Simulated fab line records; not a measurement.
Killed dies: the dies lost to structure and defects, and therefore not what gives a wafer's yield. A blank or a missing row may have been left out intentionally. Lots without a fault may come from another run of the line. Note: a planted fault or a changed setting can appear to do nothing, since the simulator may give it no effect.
Chamber matching | flow nand harc | NHARC_A_STAIRCASE_ETCH_292 on rie diel-05 has 4 sister chambers
The step etches the open film in CF4/CHF3. 16 wafers are shown with their chamber, then 8 later ones without.

== WAFERS, EACH WITH ITS CHAMBER ==
wafer  | chamber | drypump motor current A (A) | showerhead plenum p Torr (Torr) | rf vpp V (V)
L078.1 | 0       | 6.1                         | 1.46                            | 366.5
L078.2 | 1       | 6.0                         | 1.56                            | 370.3
L078.3 | 3       | 5.0                         | 1.54                            | 368.6
L078.4 | 2       | 5.3                         | 1.59                            | 371.1
L078.5 | 0       | 6.1                         | 1.46                            | 366.0
L078.6 | 3       | 5.0                         | 1.54                            | 368.4
L081.1 | 2       | 5.3                         | 1.58                            | 370.5
L081.4 | 1       | 6.0                         | 1.56                            | 370.1
L081.6 | 0       | 6.1                         | 1.46                            | 366.2
L084.1 | 3       | 5.0                         | 1.54                            | 369.8
L084.2 | 0       | 6.0                         | 1.46                            | 367.2
L084.4 | 1       | 6.0                         | 1.56                            | 369.8
L085.1 | 2       | 5.3                         | 1.58                            | 372.2
L085.3 | 3       | 5.0                         | 1.54                            | 368.4
L085.6 | 0       | 6.0                         | 1.45                            | 367.5
L088.1 | 2       | 5.3                         | 1.58                            | 369.8

SIGNATURES, as means of the wafers listed above
reading                  | chamber 0 | chamber 1 | chamber 2 | chamber 3 | scatter within a chamber
drypump motor current A  | 6.060     | 6.000     | 5.300     | 5.000     | 0.0316
showerhead plenum p Torr | 1.4580    | 1.5600    | 1.5825    | 1.5400    | 0.00359
rf vpp V                 | 366.680   | 370.067   | 370.900   | 368.800   | 0.722
Rule: a wafer's distance from a chamber is the root of the sum, over the readings, of the square of ((its reading less the chamber's mean) divided by the reading's scatter). If the next closest chamber is less than 2 further off than the closest, the wafer can't be placed; otherwise it belongs to the closest. The scatter is the square root of a quotient: the sum, over the shown wafers, of each reading's squared deviation from its chamber's mean, divided by wafers minus chambers.

== WAFERS WITHOUT THEIR CHAMBER ==
wafer  | drypump motor current A (A) | showerhead plenum p Torr (Torr) | rf vpp V (V)
L088.2 | 6.0                         | 1.45                            | 364.5
L088.4 | 5.0                         | 1.54                            | 369.0
L094.2 | 6.1                         | 1.56                            | 370.4
L094.4 | 6.1                         | 1.70                            | 374.7
L094.6 | 6.0                         | 1.56                            | 371.7
L097.1 | 6.0                         | 1.55                            | 370.2
L097.2 | 6.0                         | 1.70                            | 375.6
L097.5 | 6.1                         | 1.70                            | 374.4

== EACH ONE'S CHAMBER ==
wafer  | from the rows above     | in truth
L088.2 | 0                       | 0
L088.4 | 3                       | 3
L094.2 | 1                       | 1
L094.4 | 1                       | 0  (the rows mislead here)
L094.6 | 1                       | 1
L097.1 | 1                       | 1
L097.2 | can't be placed: 1 or 2 | 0
L097.5 | 1                       | 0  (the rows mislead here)
Correctly placed: 5 of 8. Cannot be placed on the basis of these rows: 1; the candidates contain the true chamber in 0. 2 placed wrongly.
